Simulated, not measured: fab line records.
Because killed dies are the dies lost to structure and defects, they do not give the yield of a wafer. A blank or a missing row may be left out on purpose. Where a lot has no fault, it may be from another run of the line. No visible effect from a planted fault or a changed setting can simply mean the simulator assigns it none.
Matching of chambers :: flow n5-finfet :: N5_BEOL_M5_PECVD_70 on pecvd-03: 3 sister chambers
The step deposits SiO2 from TEOS/O2, target thk 16 nm, time 18 s. 16 wafers are shown with their chamber, then 8 later ones without.

WAFERS WITH THEIR CHAMBER
wafer: L078.2
chamber: 0
showerhead-plenum-p-Torr (Torr): 8.76
throttle-valve-pct (%): 23.0
heater-power-w (W): 894

wafer: L078.4
chamber: 0
showerhead-plenum-p-Torr (Torr): 8.75
throttle-valve-pct (%): 22.9
heater-power-w (W): 735

wafer: L078.6
chamber: 2
showerhead-plenum-p-Torr (Torr): 8.83
throttle-valve-pct (%): 22.4
heater-power-w (W): 839

wafer: L079.1
chamber: 0
showerhead-plenum-p-Torr (Torr): 8.76
throttle-valve-pct (%): 22.9
heater-power-w (W): 792

wafer: L079.2
chamber: 1
showerhead-plenum-p-Torr (Torr): 8.82
throttle-valve-pct (%): 22.5
heater-power-w (W): 697

wafer: L079.3
chamber: 2
showerhead-plenum-p-Torr (Torr): 8.82
throttle-valve-pct (%): 22.3
heater-power-w (W): 785

wafer: L082.1
chamber: 0
showerhead-plenum-p-Torr (Torr): 8.73
throttle-valve-pct (%): 23.1
heater-power-w (W): 800

wafer: L082.5
chamber: 0
showerhead-plenum-p-Torr (Torr): 8.76
throttle-valve-pct (%): 23.2
heater-power-w (W): 834

wafer: L082.6
chamber: 1
showerhead-plenum-p-Torr (Torr): 8.84
throttle-valve-pct (%): 22.9
heater-power-w (W): 716

wafer: L087.2
chamber: 0
showerhead-plenum-p-Torr (Torr): 8.77
throttle-valve-pct (%): 23.4
heater-power-w (W): 883

wafer: L087.4
chamber: 1
showerhead-plenum-p-Torr (Torr): 8.83
throttle-valve-pct (%): 22.6
heater-power-w (W): 672

wafer: L087.6
chamber: 0
showerhead-plenum-p-Torr (Torr): 8.77
throttle-valve-pct (%): 23.0
heater-power-w (W): 872

wafer: L086.2
chamber: 0
showerhead-plenum-p-Torr (Torr): 8.79
throttle-valve-pct (%): 23.4
heater-power-w (W): 841

wafer: L086.3
chamber: 1
showerhead-plenum-p-Torr (Torr): 8.84
throttle-valve-pct (%): 22.3
heater-power-w (W): 633

wafer: L086.4
chamber: 2
showerhead-plenum-p-Torr (Torr): 8.84
throttle-valve-pct (%): 22.4
heater-power-w (W): 857

wafer: L090.2
chamber: 0
showerhead-plenum-p-Torr (Torr): 8.77
throttle-valve-pct (%): 23.2
heater-power-w (W): 790

SIGNATURES (averages over the wafers above)
reading: showerhead-plenum-p-Torr
chamber 0: 8.7622
chamber 1: 8.8325
chamber 2: 8.8300
scatter within a chamber: 0.0142

reading: throttle-valve-pct
chamber 0: 23.122
chamber 1: 22.575
chamber 2: 22.367
scatter within a chamber: 0.194

reading: heater-power-w
chamber 0: 826.78
chamber 1: 679.50
chamber 2: 827.00
scatter within a chamber: 46.7
Rule: distance of a wafer from a chamber = root of the sum over the readings of ((wafer's reading minus chamber's mean) / reading's scatter) squared. The wafer belongs to the nearest chamber; if the next one is less than 2 further off, it can't be placed. The scatter: the root of (the sum of the squares of (reading less its chamber's mean) over the shown wafers, divided by (wafers less chambers)).

WAFERS WITHOUT THEIR CHAMBER
wafer: L090.5
showerhead-plenum-p-Torr (Torr): 8.76
throttle-valve-pct (%): 23.0
heater-power-w (W): 762

wafer: L090.6
showerhead-plenum-p-Torr (Torr): 8.83
throttle-valve-pct (%): 22.6
heater-power-w (W): 686

wafer: L095.4
showerhead-plenum-p-Torr (Torr): 8.84
throttle-valve-pct (%): 22.3
heater-power-w (W): 712

wafer: L095.5
showerhead-plenum-p-Torr (Torr): 8.76
throttle-valve-pct (%): 23.4
heater-power-w (W): 863

wafer: L095.6
showerhead-plenum-p-Torr (Torr): 8.85
throttle-valve-pct (%): 22.7
heater-power-w (W): 867

wafer: L096.1
showerhead-plenum-p-Torr (Torr): 8.84
throttle-valve-pct (%): 22.8
heater-power-w (W): 913

wafer: L096.2
showerhead-plenum-p-Torr (Torr): 8.76
throttle-valve-pct (%): 23.5
heater-power-w (W): 874

wafer: L096.6
showerhead-plenum-p-Torr (Torr): 8.76
throttle-valve-pct (%): 23.5
heater-power-w (W): 879

EACH ONE'S CHAMBER
wafer: L090.5
from the rows above: 0
in truth: 0

wafer: L090.6
from the rows above: 1
in truth: 1

wafer: L095.4
from the rows above: can't be placed: 1 or 2
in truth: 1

wafer: L095.5
from the rows above: 0
in truth: 0

wafer: L095.6
from the rows above: can't be placed: 2 or 1
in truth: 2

wafer: L096.1
from the rows above: 2
in truth: 2

wafer: L096.2
from the rows above: 0
in truth: 0

wafer: L096.6
from the rows above: 0
in truth: 0
Placed correctly: 6 of 8. Cannot be placed on the basis of these rows: 2; the candidates contain the true chamber in 2. Number placed wrongly: 0.
